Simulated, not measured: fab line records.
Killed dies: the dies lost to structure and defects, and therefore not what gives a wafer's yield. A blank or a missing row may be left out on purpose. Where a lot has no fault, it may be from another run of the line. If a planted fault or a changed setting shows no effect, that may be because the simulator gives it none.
fab line records	flow n5_finfet	part 1 of 2: steps 1 to 26 of 33
record lots=5	wafers=15	last_day=18
route steps=1938 shown SD_EPI_N@277 SD_EPI_P@295
lots untouched by any fault: they come from a run of this same line in which no faults occurred
start_h: the number of hours between the record's first day and the start of the first shown wafer of the lot	wait_h: hours from the lot's prior step to this one	" unchanged from the row above	L1.1+2: several wafers, shown together as one row	- value missing, or start not given	* or withheld: withheld	< > ~ a bound
route shown NAME@n: a module of which the file shows steps, and the number in the route of the first	usual: mean/standard deviation taken from wafers without a fault	same: alike in all rows	chamber/n: place in a boat	sites: per-site readings	_std_site: how widely they spread, as a standard deviation	_edge_site: outer sites' mean less inner sites'	radius_mm: how far each site lies from the wafer's centre	mask NAME#n: copy n	behind: tool/chamber where the wafer was last shaped	hold: why the lot was held/for how many hours/how that ended	device: whichever transistor did not switch (one of n, p or np)	end of line: the same wafers' tests at the end of the route	a step with no rows: only its recipe	killed: at the first sort, the dies lost to defects and structure; wafer yield is something else	map: per-die view of a wafer (x killed, . not killed, _ where there is no die)
set.NAME: the setting as run; set.NAME@STEP: as run at that earlier step	model.NAME: the simulator's own value behind a step, which no gauge read
lots at selected steps of the route; one table per step, one row per wafer
services: from which hour (start_h, from the record's first day; less than 0 if before it) a tool's chamber was out of use, for how many hours, and why
## steps
# step N5_SD_EPI_N_ETCHBACK_44
# recipe chemistry=CH3F/O2	mode=anisotropic_etchback	target=SiNx	target_depth_a=145	stop_on=SiO2	over_etch_frac=0.3	ion_energy_ev=120	pressure_mtorr=30	source_w=395	bias_w=73	Ar_flow_sccm=150	CH3F_flow_sccm=30	O2_flow_sccm=20
# usual drypump_motor_current_A=5.4/0.43	oes_product_au=0.69/0.054	rf_vpp_V=301/5.8	showerhead_plenum_p_Torr=2.04/0.071	throttle_valve_pct=16.29/0.19
lot.wafer	tool	chamber	start_h	wait_h	drypump_motor_current_A	oes_product_au	rf_hours_counter_h	rf_vpp_V	showerhead_plenum_p_Torr	throttle_valve_pct
L079.4	rie_diel-02	3	81.47	0.0	5.2	0.67	101	298	2.02	16.37
L079.5	"	3	"	"	5.2	0.67	-	297	2.02	16.39
L079.6	"	0	"	"	4.9	0.67	-	308	1.99	16.10
L085.4	rie_diel-01	0	116.89	0.0	6.0	0.61	222	303	1.87	16.54
L085.5	"	2	"	"	5.2	0.71	-	303	2.02	15.90
L085.6	"	3	"	"	5.7	0.68	-	294	2.03	16.61
L092.2	rie_diel-05	2	158.52	0.0	5.2	0.59	242	300	2.04	16.33
L092.5	"	1	"	"	5.6	0.66	-	310	2.10	16.00
L092.6	"	2	"	"	5.2	0.60	-	299	2.04	16.34
L093.1	rie_diel-05	1	166.71	0.0	5.6	0.66	131	309	2.10	16.01
L093.3	"	0	"	"	5.4	0.76	48	294	1.95	16.39
L093.5	"	1	"	"	5.6	0.66	-	310	2.10	16.02
L095.2	rie_diel-02	1	175.33	0.0	5.0	0.70	95	298	2.12	16.35
L095.3	"	2	"	"	6.3	0.72	50	293	2.14	16.36
L095.5	"	2	"	"	6.3	0.73	-	291	2.14	16.37
# step N5_SD_EPI_N_ETCH_45
# recipe chemistry=CH3F/O2	target=SiOCN	target_depth_a=60	mask_material=SOC	ion_energy_ev=60	bias_w=29	pressure_mtorr=15	source_w=410	Ar_flow_sccm=150	CH3F_flow_sccm=30	O2_flow_sccm=20
# usual drypump_motor_current_A=5.4/0.43	oes_product_au=0.81/0.069	rf_vpp_V=127.8/0.96	showerhead_plenum_p_Torr=2.03/0.071	throttle_valve_pct=23.29/0.24
lot.wafer	tool	chamber	start_h	wait_h	drypump_motor_current_A	oes_product_au	rf_hours_counter_h	rf_vpp_V	showerhead_plenum_p_Torr	throttle_valve_pct
L079.4	rie_diel-02	3	81.57	0.1	5.2	0.80	101	127.0	2.02	23.30
L079.5	"	3	"	"	5.2	0.81	-	129.3	2.02	23.29
L079.6	"	0	"	"	4.9	0.80	-	127.7	1.99	23.12
L085.4	rie_diel-01	0	116.99	0.1	6.1	0.72	222	126.0	1.87	23.49
L085.5	"	2	"	"	5.1	0.81	-	128.4	2.01	22.86
L085.6	"	3	"	"	5.7	0.78	-	127.8	2.02	23.62
L092.2	rie_diel-05	2	158.62	0.1	5.2	0.68	242	127.7	2.04	23.18
L092.5	"	1	"	"	5.6	0.78	-	130.5	2.10	22.82
L092.6	"	2	"	"	5.1	0.69	-	127.1	2.04	23.21
L093.1	rie_diel-05	1	166.81	0.1	5.6	0.77	131	127.9	2.09	22.83
L093.3	"	0	"	"	5.4	0.90	48	128.7	1.95	23.51
L093.5	"	1	"	"	5.6	0.78	-	127.3	2.09	22.83
L095.2	rie_diel-02	1	175.43	0.1	5.0	0.79	95	127.6	2.11	23.43
L095.3	"	2	"	"	6.3	0.84	50	128.7	2.13	23.45
L095.5	"	2	"	"	6.4	0.84	-	128.9	2.13	23.43
# step N5_SD_EPI_N_ETCH_16
# recipe chemistry=CHF3/O2	target=SiO2	target_depth_a=50	mask_material=SOC	pressure_mtorr=30	source_w=650	bias_w=170	Ar_flow_sccm=200	CHF3_flow_sccm=50	O2_flow_sccm=5	ion_energy_ev=200
# usual drypump_motor_current_A=5.4/0.43	oes_product_au=0.81/0.069	rf_vpp_V=530/10	showerhead_plenum_p_Torr=2.45/0.082	throttle_valve_pct=18.85/0.21
lot.wafer	tool	chamber	start_h	wait_h	drypump_motor_current_A	oes_product_au	rf_hours_counter_h	rf_vpp_V	showerhead_plenum_p_Torr	throttle_valve_pct
L079.4	rie_diel-02	3	81.67	0.1	5.2	0.80	101	524	2.43	18.93
L079.5	"	3	"	"	5.2	0.80	-	523	2.43	18.93
L079.6	"	0	"	"	4.9	0.79	-	542	2.39	18.61
L085.4	rie_diel-01	0	117.09	0.1	6.0	0.71	222	537	2.27	19.11
L085.5	"	2	"	"	5.2	0.82	-	533	2.43	18.42
L085.6	"	3	"	"	5.8	0.78	-	519	2.44	19.19
L092.2	rie_diel-05	2	158.72	0.1	5.1	0.68	242	528	2.46	18.85
L092.5	"	1	"	"	5.6	0.77	-	546	2.53	18.55
L092.6	"	2	"	"	5.1	0.68	-	527	2.46	18.83
L093.1	rie_diel-05	1	166.91	0.1	5.6	0.78	131	546	2.53	18.56
L093.3	"	0	"	"	5.4	0.89	48	516	2.36	19.01
L093.5	"	1	"	"	5.6	0.77	-	544	2.53	18.55
L095.2	rie_diel-02	1	175.53	0.1	5.0	0.79	95	527	2.55	18.96
L095.3	"	2	"	"	6.4	0.85	50	516	2.57	18.93
L095.5	"	2	"	"	6.4	0.85	-	517	2.57	18.93
# step N5_SD_EPI_N_STRIP_47
# recipe chemistry=CHF3/O2	resist=SiARC	rf_frequency_hz=6e+07
lot.wafer	tool	chamber	start_h	wait_h
L079.4+5+6	rie_diel-02	3,3,0	81.71	0.0
L085.4+5+6	rie_diel-01	0,2,3	117.13	0.0
L092.2+5+6	rie_diel-05	2,1,2	158.76	0.0
L093.1+3+5	rie_diel-05	1,0,1	166.95	0.0
L095.2+3+5	rie_diel-02	1,2,2	175.57	0.0
# step N5_SD_EPI_N_SD_RECESS_17
# recipe chemistry=HBr/Cl2/O2	target_depth_a=410	mask_material=SOC	time_s=23.7	bt_time_s=3	pressure_mtorr=10	icp_w=800	bias_w=112	HBr_flow_sccm=150	Cl2_flow_sccm=80	O2_flow_sccm=12
# usual HBr_flow_sccm=150.1/0.47	drypump_motor_current_A=5.9/0.38	he_backside_leak_sccm=2.8/0.47	oes_product_au=1.008/0.013	throttle_valve_pct=36.9/0.3
lot.wafer	tool	chamber	start_h	wait_h	HBr_flow_sccm	drypump_motor_current_A	he_backside_leak_sccm	oes_product_au	rf_hours_counter_h	throttle_valve_pct
L079.4	rie_si-05	0	81.74	0.0	149.7	6.1	2.2	1.023	3	37.2
L079.5	"	0	"	"	150.0	6.1	2.2	1.016	-	37.2
L079.6	"	1	"	"	150.4	5.7	2.4	1.015	-	36.7
L085.4	rie_si-02	0	117.16	0.0	150.5	6.1	2.4	0.992	172	37.1
L085.5	"	1	"	"	150.9	5.8	2.5	0.998	-	36.6
L085.6	"	2	"	"	150.1	4.9	2.7	1.011	-	37.6
L092.2	rie_si-02	2	158.79	0.0	150.2	4.9	2.8	1.008	29	37.6
L092.5	"	1	"	"	149.7	5.8	2.7	0.991	-	36.6
L092.6	"	0	"	"	150.5	6.1	2.6	0.993	-	37.1
L093.1	rie_si-03	0	166.98	0.0	150.7	6.3	3.2	0.997	1	37.3
L093.3	"	1	"	"	150.4	6.0	2.4	1.000	2	37.1
L093.5	"	0	"	"	149.6	6.4	5.1	1.002	-	37.3
L095.2	rie_si-02	3	175.61	0.0	150.3	6.3	3.2	0.986	165	36.6
L095.3	"	2	"	"	150.5	4.9	2.8	1.016	29	37.6
L095.5	"	0	"	"	149.7	6.1	2.3	0.991	-	37.1
# step N5_SD_EPI_N_STRIP_38
# recipe chemistry=N2/H2	power_w=1000	temp_c=250	h2_frac=0.65	overash_fraction=0.3	pressure_mtorr=withheld	n2_flow_sccm=1750	h2_flow_sccm=3250
# usual drypump_motor_current_A=5.50/0.26	heater_power_w=360/9.6	oes_product_au=0.760/0.012
lot.wafer	tool	chamber	start_h	wait_h	drypump_motor_current_A	heater_power_w	oes_product_au	rf_hours_counter_h
L079.4	plasma_asher-01	0	81.86	0.1	5.31	366	0.774	-
L079.5	"	0	"	"	5.31	371	0.753	-
L079.6	"	1	"	"	5.46	364	0.750	-
L085.4	plasma_asher-01	0	117.28	0.1	5.32	366	0.776	-
L085.5	"	0	"	"	5.31	370	0.763	-
L085.6	"	1	"	"	5.44	358	0.769	-
L092.2	plasma_asher-02	0	158.89	0.1	5.75	338	0.775	55
L092.5	"	1	"	"	6.14	359	0.745	-
L092.6	"	0	"	"	5.75	328	0.754	-
L093.1	plasma_asher-01	1	167.08	0.1	5.47	360	0.749	95
L093.3	"	0	"	"	5.30	360	0.777	-
L093.5	"	0	"	"	5.30	365	0.776	-
L095.2	plasma_asher-01	1	175.70	0.1	5.49	370	0.777	96
L095.3	"	0	"	"	5.29	364	0.763	-
L095.5	"	0	"	"	5.28	360	0.770	-
# step N5_SD_EPI_N_WET_ETCH_43
# recipe chemistry=dHF	dilution=withheld	time_s=14	target=SiO2	target_depth_a=15	temp_c=25
lot.wafer	tool	chamber	start_h	wait_h
L079.4+5+6	wet_bench-04	3,5,6	81.93	-
L085.4+5+6	wet_bench-02	7,4,3	117.34	-
L092.2+5+6	wet_bench-02	7,0,3	158.97	-
L093.1+3+5	wet_bench-01	2,4,3	167.17	-
L095.2+3+5	wet_bench-02	7,3,2	175.79	-
# step N5_SD_EPI_N_STRIP_18
# recipe chemistry=SPM	time_s=750	temp_c=130	h2so4_h2o2_vol_ratio=4
# usual bath_guard_temp_C=130.1/0.61	bath_heat_duty_pct=14.2/1.8
lot.wafer	tool	chamber	start_h	wait_h	bath_guard_temp_C	bath_heat_duty_pct
L079.4	wet_bench-04	3	81.93	0.0	130.7	15.4
L079.5	"	5	"	"	129.1	15.3
L079.6	"	6	"	"	129.9	15.7
L085.4	wet_bench-02	7	117.35	0.0	131.1	12.0
L085.5	"	4	"	"	130.8	15.5
L085.6	"	3	"	"	129.1	13.6
L092.2	wet_bench-02	7	158.98	0.0	130.5	11.6
L092.5	"	0	"	"	130.0	11.2
L092.6	"	3	"	"	129.4	14.5
L093.1	wet_bench-01	2	167.17	0.0	129.7	16.3
L093.3	"	4	"	"	129.4	15.9
L093.5	"	3	"	"	130.9	12.5
L095.2	wet_bench-02	7	175.79	0.0	130.7	11.2
L095.3	"	3	"	"	128.8	15.1
L095.5	"	2	"	"	130.4	12.3
# step N5_SD_EPI_N_SRD_20
# recipe dry=ipa_marangoni	do_ppb=5	time_s=30	temp_c=23	rinse_liquid=diw
# usual bath_heat_duty_pct=3.5/0.55
lot.wafer	tool	chamber	start_h	wait_h	bath_heat_duty_pct
L079.4	wet_bench-04	3	82.14	0.0	3.9
L079.5	"	5	"	"	3.5
L079.6	"	6	"	"	3.6
L085.4	wet_bench-02	7	117.56	0.0	3.3
L085.5	"	4	"	"	3.8
L085.6	"	3	"	"	3.7
L092.2	wet_bench-02	7	159.19	0.0	3.5
L092.5	"	0	"	"	3.4
L092.6	"	3	"	"	3.2
L093.1	wet_bench-01	2	167.38	0.0	4.4
L093.3	"	4	"	"	3.9
L093.5	"	3	"	"	3.1
L095.2	wet_bench-02	7	176.00	0.0	3.1
L095.3	"	3	"	"	3.5
L095.5	"	2	"	"	3.5
# step N5_SD_EPI_N_PRECLEAN_48
# recipe chemistry=NF3:NH3	afs_cycles=2	temp_c=30	time_s=20	sublimation_temp_c=180	sublimation_time_s=60	pressure_torr=3	rf_power_w=30
lot.wafer	tool	chamber	start_h	wait_h
L079.4+5+6	epi_rpcvd-01	0	82.37	0.2
L085.4+5+6	epi_rpcvd-03	0	117.85	0.3
L092.2+5+6	epi_rpcvd-02	0	159.30	0.1
L093.1+3+5	epi_rpcvd-01	0	167.43	0.0
L095.2+3+5	epi_rpcvd-03	0	176.11	0.1
# step N5_SD_EPI_N_VAPOR_ETCH_50
# recipe chemistry=HCl	target=Si	temp_c=775	time_s=54	pressure_torr=20	mode=isotropic
# usual throttle_valve_pct=11.7/0.39
lot.wafer	tool	chamber	start_h	wait_h	throttle_valve_pct
L079.4	epi_rpcvd-01	0	82.64	0.2	12.0
L079.5	"	0	"	"	11.4
L079.6	"	0	"	"	12.0
L085.4	epi_rpcvd-03	0	118.21	0.3	11.9
L085.5	"	0	"	"	12.2
L085.6	"	0	"	"	11.8
L092.2	epi_rpcvd-02	0	159.63	0.3	11.0
L092.5	"	0	"	"	11.2
L092.6	"	0	"	"	11.2
L093.1	epi_rpcvd-01	0	167.91	0.4	12.0
L093.3	"	0	"	"	11.9
L093.5	"	0	"	"	11.8
L095.2	epi_rpcvd-03	0	176.44	0.3	11.8
L095.3	"	0	"	"	12.2
L095.5	"	0	"	"	12.3
# step N5_SD_EPI_N_EPI_21
# recipe material=Si:P	dopant=P	temp_c=680	pressure_torr=255	time_s=690
lot.wafer	tool	chamber	start_h	wait_h
L079.4+5+6	epi_rpcvd-01	0	83.57	0.9
L085.4+5+6	epi_rpcvd-03	0	119.45	1.2
L092.2+5+6	epi_rpcvd-02	0	160.06	0.4
L093.1+3+5	epi_rpcvd-01	0	168.15	0.2
L095.2+3+5	epi_rpcvd-03	0	176.87	0.4
# step N5_SD_EPI_N_EPI_MEAS_23
# recipe mode=xrd
# usual thk_nm=59.0/1.2
lot.wafer	tool	chamber	start_h	wait_h	thk_nm
L079.4	film_metro-01	-	84.45	0.6	57.3
L079.5	"	-	"	"	60.4
L079.6	"	-	"	"	56.5
L085.4	film_metro-02	-	120.61	0.8	61.1
L085.5	"	-	"	"	59.3
L085.6	"	-	"	"	61.0
L092.2	film_metro-01	-	161.50	1.2	59.2
L092.5	"	-	"	"	55.9
L092.6	"	-	"	"	57.9
L093.1	film_metro-02	-	170.43	1.9	57.1
L093.3	"	-	"	"	58.8
L093.5	"	-	"	"	58.9
L095.2	film_metro-02	-	178.31	1.2	59.7
L095.3	"	-	"	"	60.9
L095.5	"	-	"	"	60.8
# step N5_SD_EPI_N_PRECLEAN_24
# recipe chemistry=O3/DIW	time_s=60	temp_c=22	o3_ppm=10
# usual bath_heat_duty_pct=2.3/0.46	o3_ppm=9.99/0.098
lot.wafer	tool	chamber	start_h	wait_h	bath_heat_duty_pct	o3_ppm
L079.4	wet_bench-02	5	84.48	0.0	3.1	9.95
L079.5	"	2	"	"	1.7	9.94
L079.6	"	6	"	"	2.3	10.02
L085.4	wet_bench-01	6	120.64	0.0	2.5	10.01
L085.5	"	3	"	"	1.5	10.03
L085.6	"	2	"	"	2.5	10.12
L092.2	wet_bench-02	3	161.53	0.0	2.7	10.17
L092.5	"	2	"	"	2.1	9.99
L092.6	"	6	"	"	1.9	10.01
L093.1	wet_bench-02	3	170.48	0.0	2.2	9.90
L093.3	"	2	"	"	1.9	10.19
L093.5	"	7	"	"	1.7	9.98
L095.2	wet_bench-04	0	178.34	0.0	3.0	9.88
L095.3	"	4	"	"	2.3	10.08
L095.5	"	2	"	"	2.3	10.08
# step N5_SD_EPI_N_SRD_25
# recipe time_s=30	temp_c=23	rinse_liquid=diw	dry=ipa_marangoni
# usual bath_heat_duty_pct=3.5/0.57
lot.wafer	tool	chamber	start_h	wait_h	bath_heat_duty_pct
L079.4	wet_bench-02	5	84.50	0.0	4.8
L079.5	"	2	"	"	3.5
L079.6	"	6	"	"	3.2
L085.4	wet_bench-01	6	120.68	0.0	3.7
L085.5	"	3	"	"	3.5
L085.6	"	2	"	"	4.3
L092.2	wet_bench-02	3	161.55	0.0	3.5
L092.5	"	2	"	"	3.2
L092.6	"	6	"	"	4.0
L093.1	wet_bench-02	3	170.50	0.0	3.5
L093.3	"	2	"	"	3.5
L093.5	"	7	"	"	2.3
L095.2	wet_bench-04	0	178.36	0.0	3.6
L095.3	"	4	"	"	3.3
L095.5	"	2	"	"	4.5
# step N5_SD_EPI_N_PRECLEAN_49
# recipe chemistry=NF3:NH3	afs_cycles=1	temp_c=30	time_s=20	sublimation_temp_c=180	sublimation_time_s=60	pressure_torr=3	rf_power_w=30
lot.wafer	tool	chamber	start_h	wait_h
L079.4+5+6	remote_plasma-02	0	84.64	0.1
L085.4+5+6	remote_plasma-02	0	120.83	0.1
L092.2+5+6	remote_plasma-02	0	161.63	0.1
L093.1+3+5	remote_plasma-02	1	170.54	0.0
L095.2+3+5	remote_plasma-01	0	178.44	0.1
# step N5_SD_EPI_N_LINER_46
# recipe material=SiNx	target_thk_a=30	temp_c=400	ald_precursor_family=SiH2I2	ald_co_reactant=N2/H2-plasma	pressure_torr=2
# usual heater_power_w=836/81
lot.wafer	tool	chamber	start_h	wait_h	heater_power_w
L079.4	ald_sin-02	2	84.86	0.2	940
L079.5	"	3	"	"	753
L079.6	"	0	"	"	791
L085.4	ald_sin-04	0	120.95	0.1	747
L085.5	"	3	"	"	948
L085.6	"	0	"	"	717
L092.2	ald_sin-04	2	161.80	0.1	896
L092.5	"	3	"	"	953
L092.6	"	2	"	"	894
L093.1	ald_sin-02	0	171.66	1.1	800
L093.3	"	3	"	"	749
L093.5	"	2	"	"	947
L095.2	ald_sin-04	1	178.61	0.1	775
L095.3	"	0	"	"	743
L095.5	"	1	"	"	805
# step N5_SD_EPI_N_INSPECT_26
# recipe inspect_instrument=darkfield	mode=post_epi
# usual raw_defect_count=195/40
lot.wafer	tool	chamber	start_h	wait_h	raw_defect_count
L079.4	defect_inspect-02	-	85.00	0.0	187
L079.5	"	-	"	"	203
L079.6	"	-	"	"	204
L085.4	defect_inspect-01	-	121.20	0.1	244
L085.5	"	-	"	"	243
L085.6	"	-	"	"	196
L092.2	defect_inspect-02	-	162.05	0.1	202
L092.5	"	-	"	"	208
L092.6	"	-	"	"	253
L093.1	defect_inspect-02	-	171.91	0.1	146
L093.3	"	-	"	"	169
L093.5	"	-	"	"	149
L095.2	defect_inspect-02	-	178.86	0.1	185
L095.3	"	-	"	"	171
L095.5	"	-	"	"	144
# step N5_SD_EPI_P_COAT_34
# recipe resist=SOC	temp_c=250	time_s=60	spin_rpm=1500	resist_thk_nm=350
lot.wafer	tool	chamber	start_h	wait_h
L079.4+5+6	litho_track-05	0	85.03	0.0
L085.4+5+6	litho_track-03	0	121.23	0.0
L092.2+5+6	litho_track-05	0	162.08	0.0
L093.1+3+5	litho_track-03	0	171.94	0.0
L095.2+3+5	litho_track-03	0	178.89	0.0
# step N5_SD_EPI_P_COAT_35
# recipe resist=SiARC	temp_c=220	time_s=60	spin_rpm=1500	resist_thk_nm=35
lot.wafer	tool	chamber	start_h	wait_h
L079.4+5+6	litho_track-05	0	-	-
L085.4+5+6	litho_track-03	0	-	-
L092.2+5+6	litho_track-05	0	-	-
L093.1+3+5	litho_track-03	0	-	-
L095.2+3+5	litho_track-03	0	-	-
# step N5_SD_EPI_P_COAT_03
# recipe resist=CAR-ArF-block	spin_rpm=1500	resist_thk_nm=150
lot.wafer	tool	chamber	start_h	wait_h
L079.4+5+6	litho_track-05	0	-	-
L085.4+5+6	litho_track-03	0	-	-
L092.2+5+6	litho_track-05	0	-	-
L093.1+3+5	litho_track-03	0	-	-
L095.2+3+5	litho_track-03	0	-	-
# step N5_SD_EPI_P_EBR_05
# recipe solvent=PGMEA	ebr_width_mm=1.5
# same ebr_width_mm=1.5
lot.wafer	tool	chamber	start_h	wait_h
L079.4+5+6	litho_track-05	0	-	-
L085.4+5+6	litho_track-03	0	-	-
L092.2+5+6	litho_track-05	0	-	-
L093.1+3+5	litho_track-03	0	-	-
L095.2+3+5	litho_track-03	0	-	-
# step N5_SD_EPI_P_SOFTBAKE_04
# recipe temp_c=110	time_s=60	resist=CAR-ArF-block
lot.wafer	tool	chamber	start_h	wait_h
L079.4+5+6	litho_track-05	0	-	-
L085.4+5+6	litho_track-03	0	-	-
L092.2+5+6	litho_track-05	0	-	-
L093.1+3+5	litho_track-03	0	-	-
L095.2+3+5	litho_track-03	0	-	-
# step N5_SD_EPI_P_EXPOSE_06
# recipe mask_id=SD_P_BLK	na=1.35	source_shape=conventional	sigma_outer=0.8	polarization=unpolarized	target_cd_nm=240	dose_mj=39.5
lot.wafer	tool	chamber	start_h	wait_h	mask
L079.4+5+6	arfi_scanner-03	0	85.29	-	SD_P_BLK#0
L085.4+5+6	arfi_scanner-03	0	121.36	-	SD_P_BLK#0
L092.2+5+6	arfi_scanner-01	0	162.20	-	SD_P_BLK#0
L093.1+3+5	arfi_scanner-01	0	172.06	-	SD_P_BLK#0
L095.2+3+5	arfi_scanner-01	0	179.14	-	SD_P_BLK#0
# step N5_SD_EPI_P_PEB_07
# recipe peb_temp_c=110	peb_time_s=60	resist=CAR-ArF-block
lot.wafer	tool	chamber	start_h	wait_h
L079.4+5+6	litho_track-02	0	85.34	0.0
L085.4+5+6	litho_track-02	0	121.41	0.0
L092.2+5+6	litho_track-02	0	162.26	0.0
L093.1+3+5	litho_track-02	0	172.12	0.1
L095.2+3+5	litho_track-03	0	179.19	0.0
# step N5_SD_EPI_P_DEVELOP_08
# recipe develop_time_s=30	developer=TMAH	resist=CAR-ArF-block	dev_temp_c=23	rinse_liquid=diw	dry=air_spin
# same develop_time_s=30
lot.wafer	tool	chamber	start_h	wait_h
L079.4+5+6	litho_track-02	0	-	-
L085.4+5+6	litho_track-02	0	-	-
L092.2+5+6	litho_track-02	0	-	-
L093.1+3+5	litho_track-02	0	-	-
L095.2+3+5	litho_track-03	0	-	-
